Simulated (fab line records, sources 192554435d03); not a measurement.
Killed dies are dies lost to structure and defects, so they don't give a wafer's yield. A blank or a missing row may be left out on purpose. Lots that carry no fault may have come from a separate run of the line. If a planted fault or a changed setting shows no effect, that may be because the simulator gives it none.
A single fault, viewed from 2 desks + flow n5 finfet + what lay behind the numbers comes last; until then each desk has only its own

AT THE TOOL OWNER'S DESK: cvd w-01
The tool's own readings at N5_MOL_CONTACT_COAG_CVD_140 (deposits W, target thk 66.5 nm, time 215 s): means of the sampled wafers that have a number, for each lot that ran on this tool. Marked OUT: a lot whose mean sits more than 4 standard deviations from the usual mean, which makes it out of limits; the brackets give that distance.
Columns: A = heater power w at N5_MOL_CONTACT_COAG_CVD_140, usual 475 W; B = run length s at N5_MOL_CONTACT_COAG_CVD_140, usual 285.7 s
| lot  | first seen here | A   | B               |
|------|-----------------|-----|-----------------|
| L662 | day 6 00:03     | 483 | 285.5           |
| L664 | day 6 09:20     | 506 | 286.1           |
| L665 | day 6 17:26     | 489 | 285.6           |
| L667 | day 7 06:18     | 486 | 256.9 (-51) OUT |
| L678 | day 10 01:35    | 476 | 285.5           |
| L681 | day 10 18:13    | 466 | 285.5           |
This desk's finding: out of limits on L667; first on L667, day 7 06:18 (run length s at N5_MOL_CONTACT_COAG_CVD_140). Within limits: L662, L664, L665, L678, L681.

AT THE METROLOGY DESK
Lot by lot, what the gauges showed, no matter which tool ran the lot: averages of those sampled wafers that carry a number. Marked OUT: a lot whose mean sits more than 4 standard deviations from the usual mean, which makes it out of limits; the brackets give that distance. Readings shown: 7 of its 11, picked as those furthest out on some lot.
Columns: A = VIA_MOL_THK at N5_MOL_CONTACT_COAG_THK_MEAS_53, usual 44.0 nm; B = IOFF_N at N5_BEOL_M4_RC_MEAS_101, usual 0.16 nA/um; C = IOFF_P at N5_BEOL_M4_RC_MEAS_101, usual 0.22 nA/um; D = ION_P at N5_BEOL_M4_RC_MEAS_101, usual 463 uA/um; E = SS_N at N5_BEOL_M4_RC_MEAS_101, usual 71.6 mV/dec; F = VT_N at N5_BEOL_M4_RC_MEAS_101, usual 250 mV; G = VT_P at N5_BEOL_M4_RC_MEAS_101, usual -250 mV
| lot  | first seen here | A    | B    | C    | D   | E    | F   | G    |
|------|-----------------|------|------|------|-----|------|-----|------|
| L659 | day 5 06:46     | 43.6 | 0.22 | 0.29 | 470 | 72.3 | 247 | -246 |
| L662 | day 6 00:40     | 43.9 | 0.17 | 0.23 | 466 | 71.9 | 249 | -249 |
| L663 | day 6 09:30     | 43.6 | 0.15 | 0.19 | 451 | 71.8 | 251 | -255 |
| L664 | day 6 09:58     | 44.3 | 0.15 | 0.18 | 453 | 71.1 | 251 | -255 |
| L665 | day 6 17:59     | 45.4 | 0.17 | 0.25 | 462 | 71.7 | 248 | -250 |
| L667 | day 7 06:50     | 43.8 | 0.14 | 0.19 | 454 | 72.0 | 254 | -251 |
| L671 | day 8 11:33     | 43.8 | 0.16 | 0.26 | 467 | 71.4 | 251 | -245 |
| L677 | day 9 14:44     | 43.8 | 0.13 | 0.20 | 454 | 71.5 | 254 | -252 |
| L678 | day 10 02:05    | 44.5 | 0.17 | 0.23 | 469 | 71.6 | 250 | -250 |
| L679 | day 10 03:23    | 43.8 | 0.14 | 0.18 | 456 | 70.7 | 252 | -255 |
| L680 | day 10 15:41    | 44.1 | 0.15 | 0.22 | 465 | 71.6 | 252 | -250 |
| L681 | day 10 18:45    | 44.5 | 0.17 | 0.23 | 457 | 72.1 | 253 | -253 |
| L682 | day 11 06:13    | 44.2 | 0.14 | 0.20 | 456 | 71.1 | 253 | -251 |
This desk's finding: nothing out of limits on any of the 13 lots.

BROUGHT TOGETHER
An alarm could have come from the tool owner's desk at day 7 06:18, on L667.
From the metrology desk's view, nothing was out of limits.
The metrology desk has L667 on record, within its limits.
Every lot named ran N5_MOL_CONTACT_COAG_CVD_140 on cvd w-01.

WHAT THE SIMULATOR HAD PUT IN
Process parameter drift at N5_MOL_CONTACT_COAG_CVD_140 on cvd w-01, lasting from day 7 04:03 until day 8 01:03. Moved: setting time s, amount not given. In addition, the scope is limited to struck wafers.
Struck lots among those shown: L667.
How many hours passed from the start of the fault until each desk's first out-of-limits reading: the tool owner's desk, 2.
